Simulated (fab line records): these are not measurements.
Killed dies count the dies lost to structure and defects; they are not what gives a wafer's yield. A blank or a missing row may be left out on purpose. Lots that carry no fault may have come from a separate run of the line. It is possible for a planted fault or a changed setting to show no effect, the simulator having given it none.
Matching of chambers || flow nand harc || NHARC_P_CONTACT_CMP_01 on cmp-01: 4 sister chambers
The step polishes SiO2, target thk 200 nm. 4 wafers are shown with their chamber, then 8 later ones without.

EACH WAFER AND ITS CHAMBER
{"wafer": "L078.2", "chamber": 3, "motor current A (A)": 10.5}
{"wafer": "L090.1", "chamber": 0, "motor current A (A)": 10.5}
{"wafer": "L090.6", "chamber": 1, "motor current A (A)": 12.8}
{"wafer": "L089.1", "chamber": 2, "motor current A (A)": 11.6}

WAFERS WITH NO CHAMBER GIVEN
{"wafer": "L089.3", "motor current A (A)": 10.7}
{"wafer": "L089.6", "motor current A (A)": 12.3}
{"wafer": "L092.1", "motor current A (A)": 10.5}
{"wafer": "L092.2", "motor current A (A)": 12.4}
{"wafer": "L092.6", "motor current A (A)": 11.0}
{"wafer": "L093.1", "motor current A (A)": 11.0}
{"wafer": "L093.3", "motor current A (A)": 10.4}
{"wafer": "L093.6", "motor current A (A)": 11.4}

WHICH CHAMBER EACH ONE RAN IN
{"wafer": "L089.3", "from the rows above": "can't be placed: 0 or 3 or 2", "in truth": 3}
{"wafer": "L089.6", "from the rows above": "can't be placed: 1 or 2", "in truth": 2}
{"wafer": "L092.1", "from the rows above": "can't be placed: 0 or 3", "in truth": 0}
{"wafer": "L092.2", "from the rows above": "can't be placed: 1 or 2", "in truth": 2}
{"wafer": "L092.6", "from the rows above": "can't be placed: 0 or 3 or 2", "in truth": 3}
{"wafer": "L093.1", "from the rows above": "can't be placed: 0 or 3 or 2", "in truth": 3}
{"wafer": "L093.3", "from the rows above": "can't be placed: 0 or 3", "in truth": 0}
{"wafer": "L093.6", "from the rows above": "can't be placed: 2 or 0 or 3", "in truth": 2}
0 of 8 placed correctly. From these rows, 8 cannot be placed; in 8 the true chamber is one of the candidates. Wrongly placed: 0.
How it was worked out, from the rows above alone: a wafer's distance from a chamber is the root of the sum, over the readings, of the square of ((its reading less the chamber's mean) divided by the reading's scatter). If the next closest chamber is less than 2 further off than the closest, the wafer can't be placed; otherwise it belongs to the closest. The mean given for a chamber averages the wafers shown for that chamber. The scatter: with one shown wafer a chamber, the root of the mean of the squares of how far each hidden wafer lies from its nearest shown one.
